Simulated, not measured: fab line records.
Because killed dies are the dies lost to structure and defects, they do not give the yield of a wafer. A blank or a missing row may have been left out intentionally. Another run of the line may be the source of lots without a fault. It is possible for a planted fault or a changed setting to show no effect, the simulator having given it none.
Matching of chambers | flow n5-finfet | N5_BEOL_M2_ETCHBACK_99 on rie-diel-04: 4 sister chambers
The step etches SiO2 in CHF3, target depth 5 nm, time 10.4 s. 4 wafers are shown with their chamber, then 11 later ones without.

## EACH WAFER AND ITS CHAMBER
wafer  | chamber | drypump-motor-current-A (A)
L088.6 | 3       | 6.5
L091.1 | 2       | 4.9
L091.4 | 0       | 5.7
L093.1 | 1       | 6.4

## WAFERS WITHOUT THEIR CHAMBER
wafer  | drypump-motor-current-A (A)
L093.5 | 4.9
L093.6 | 6.3
L094.2 | 5.8
L094.3 | 4.9
L094.4 | 4.9
L097.1 | 5.7
L097.2 | 6.4
L097.4 | 6.4
L096.2 | 5.7
L096.3 | 6.3
L096.4 | 5.7

## WHICH CHAMBER EACH ONE RAN IN
wafer  | from the rows above     | in truth
L093.5 | 2                       | 2
L093.6 | can't be placed: 1 or 3 | 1
L094.2 | 0                       | 0
L094.3 | 2                       | 2
L094.4 | 2                       | 2
L097.1 | 0                       | 0
L097.2 | can't be placed: 1 or 3 | 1
L097.4 | can't be placed: 1 or 3 | 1
L096.2 | 0                       | 0
L096.3 | can't be placed: 1 or 3 | 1
L096.4 | 0                       | 0
Placed correctly: 7 of 11. These rows do not allow placing 4 (true chamber among the candidates in 4). 0 placed wrongly.
How it was worked out, from the rows above alone: a wafer's distance from a chamber is the root of the sum, over the readings, of the square of ((its reading less the chamber's mean) divided by the reading's scatter). The wafer belongs to the nearest chamber; if the next one is less than 2 further off, it can't be placed. A chamber's mean is the mean of its shown wafers. The scatter: root of mean squared gap, hidden wafer to nearest shown wafer, with one shown wafer a chamber.
